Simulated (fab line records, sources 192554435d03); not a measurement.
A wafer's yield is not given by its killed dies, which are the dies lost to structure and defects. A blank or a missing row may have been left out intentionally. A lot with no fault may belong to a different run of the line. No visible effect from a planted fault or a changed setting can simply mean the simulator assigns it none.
Chamber matching || flow n5-finfet || N5_HKMG_FIN_CVD_62 on thermal-cvd-si-01 has 3 sister chambers
The step deposits a-Si from Si2H6, target thk 3 nm, time 20.8 s. 24 wafers are shown with their chamber, then 12 later ones without.

WAFERS PAIRED WITH THEIR CHAMBERS
{"wafer": "L075.2", "chamber": 0, "heater-power-w (W)": 1506}
{"wafer": "L075.3", "chamber": 2, "heater-power-w (W)": 1270}
{"wafer": "L075.6", "chamber": 2, "heater-power-w (W)": 1341}
{"wafer": "L077.2", "chamber": 0, "heater-power-w (W)": 1498}
{"wafer": "L077.3", "chamber": 1, "heater-power-w (W)": 1211}
{"wafer": "L077.5", "chamber": 2, "heater-power-w (W)": 1320}
{"wafer": "L079.1", "chamber": 2, "heater-power-w (W)": 1280}
{"wafer": "L079.2", "chamber": 0, "heater-power-w (W)": 1517}
{"wafer": "L079.5", "chamber": 2, "heater-power-w (W)": 1306}
{"wafer": "L081.3", "chamber": 0, "heater-power-w (W)": 1478}
{"wafer": "L081.4", "chamber": 2, "heater-power-w (W)": 1308}
{"wafer": "L081.6", "chamber": 1, "heater-power-w (W)": 1205}
{"wafer": "L083.2", "chamber": 2, "heater-power-w (W)": 1282}
{"wafer": "L083.4", "chamber": 1, "heater-power-w (W)": 1251}
{"wafer": "L083.5", "chamber": 2, "heater-power-w (W)": 1298}
{"wafer": "L085.2", "chamber": 1, "heater-power-w (W)": 1288}
{"wafer": "L085.3", "chamber": 2, "heater-power-w (W)": 1337}
{"wafer": "L085.4", "chamber": 1, "heater-power-w (W)": 1229}
{"wafer": "L087.2", "chamber": 0, "heater-power-w (W)": 1496}
{"wafer": "L087.4", "chamber": 0, "heater-power-w (W)": 1482}
{"wafer": "L087.6", "chamber": 2, "heater-power-w (W)": 1301}
{"wafer": "L089.1", "chamber": 0, "heater-power-w (W)": 1507}
{"wafer": "L089.2", "chamber": 2, "heater-power-w (W)": 1338}
{"wafer": "L089.3", "chamber": 1, "heater-power-w (W)": 1229}

SIGNATURES (averages over the wafers above)
{"reading": "heater-power-w", "chamber 0": 1497.71, "chamber 1": 1235.50, "chamber 2": 1307.36, "scatter within a chamber": 23.7}
Rule: for each reading, subtract the chamber's mean from the wafer's reading, divide by that reading's scatter and square the result; add these up over the readings and take the root, which gives the wafer's distance from the chamber. The wafer belongs to the nearest chamber; if the next one is less than 2 further off, it can't be placed. The scatter is the square root of a quotient: the sum, over the shown wafers, of each reading's squared deviation from its chamber's mean, divided by wafers minus chambers.

WAFERS WITHOUT THEIR CHAMBER
{"wafer": "L091.2", "heater-power-w (W)": 1308}
{"wafer": "L091.3", "heater-power-w (W)": 1269}
{"wafer": "L091.5", "heater-power-w (W)": 1534}
{"wafer": "L093.1", "heater-power-w (W)": 1230}
{"wafer": "L093.2", "heater-power-w (W)": 1271}
{"wafer": "L093.5", "heater-power-w (W)": 1347}
{"wafer": "L095.1", "heater-power-w (W)": 1327}
{"wafer": "L095.3", "heater-power-w (W)": 1529}
{"wafer": "L095.5", "heater-power-w (W)": 1246}
{"wafer": "L097.2", "heater-power-w (W)": 1493}
{"wafer": "L097.3", "heater-power-w (W)": 1244}
{"wafer": "L097.5", "heater-power-w (W)": 1318}

WHICH CHAMBER EACH WENT THROUGH
{"wafer": "L091.2", "from the rows above": 2, "in truth": 2}
{"wafer": "L091.3", "from the rows above": "can't be placed: 1 or 2", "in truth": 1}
{"wafer": "L091.5", "from the rows above": 0, "in truth": 0}
{"wafer": "L093.1", "from the rows above": 1, "in truth": 1}
{"wafer": "L093.2", "from the rows above": "can't be placed: 1 or 2", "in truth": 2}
{"wafer": "L093.5", "from the rows above": 2, "in truth": 2}
{"wafer": "L095.1", "from the rows above": 2, "in truth": 2}
{"wafer": "L095.3", "from the rows above": 0, "in truth": 0}
{"wafer": "L095.5", "from the rows above": 1, "in truth": 1}
{"wafer": "L097.2", "from the rows above": 0, "in truth": 0}
{"wafer": "L097.3", "from the rows above": 1, "in truth": 1}
{"wafer": "L097.5", "from the rows above": 2, "in truth": 2}
Correctly placed: 10 of 12. Can't be placed from these rows: 2 (the true chamber is among the candidates in 2). Number placed wrongly: 0.
